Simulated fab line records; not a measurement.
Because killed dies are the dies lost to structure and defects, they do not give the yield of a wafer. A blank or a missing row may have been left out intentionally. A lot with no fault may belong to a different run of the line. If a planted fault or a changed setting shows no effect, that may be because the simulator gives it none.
Chamber matching / flow nand-harc / NHARC_THIN_TSV_DEP_47 on pecvd-01: 3 sister chambers
The step deposits SiO2, target thk 200 nm. 3 wafers are shown with their chamber, then 10 later ones without.

WAFERS, EACH WITH ITS CHAMBER
wafer=L087.4; chamber=1; throttle-valve-pct (%)=15.8
wafer=L094.2; chamber=2; throttle-valve-pct (%)=14.8
wafer=L094.4; chamber=0; throttle-valve-pct (%)=15.6

WAFERS MISSING THEIR CHAMBER
wafer=L094.6; throttle-valve-pct (%)=14.7
wafer=L093.1; throttle-valve-pct (%)=16.3
wafer=L093.3; throttle-valve-pct (%)=14.6
wafer=L093.5; throttle-valve-pct (%)=15.7
wafer=L092.1; throttle-valve-pct (%)=14.8
wafer=L092.2; throttle-valve-pct (%)=15.7
wafer=L092.4; throttle-valve-pct (%)=15.5
wafer=L097.2; throttle-valve-pct (%)=14.9
wafer=L097.3; throttle-valve-pct (%)=16.5
wafer=L097.4; throttle-valve-pct (%)=15.4

CHAMBER TAKEN BY EACH
wafer=L094.6; from the rows above=2; in truth=2
wafer=L093.1; from the rows above=can't be placed: 1 or 0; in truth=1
wafer=L093.3; from the rows above=2; in truth=2
wafer=L093.5; from the rows above=can't be placed: 0 or 1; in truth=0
wafer=L092.1; from the rows above=2; in truth=2
wafer=L092.2; from the rows above=can't be placed: 0 or 1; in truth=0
wafer=L092.4; from the rows above=can't be placed: 0 or 1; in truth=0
wafer=L097.2; from the rows above=2; in truth=2
wafer=L097.3; from the rows above=can't be placed: 1 or 0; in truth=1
wafer=L097.4; from the rows above=can't be placed: 0 or 1 or 2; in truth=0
Correct placement for 4 of the 10. Not placeable from these rows: 6 (in 6, the candidates include the true chamber). 0 placed wrongly.
How it was worked out, from the rows above alone: a wafer's distance from a chamber is the root of the sum, over the readings, of the square of ((its reading less the chamber's mean) divided by the reading's scatter). The wafer belongs to the nearest chamber; if the next one is less than 2 further off, it can't be placed. Each chamber's mean is taken over the wafers shown for it. The scatter (one wafer shown for each chamber): square how far every hidden wafer sits from the nearest shown wafer, average those squares and take the square root.
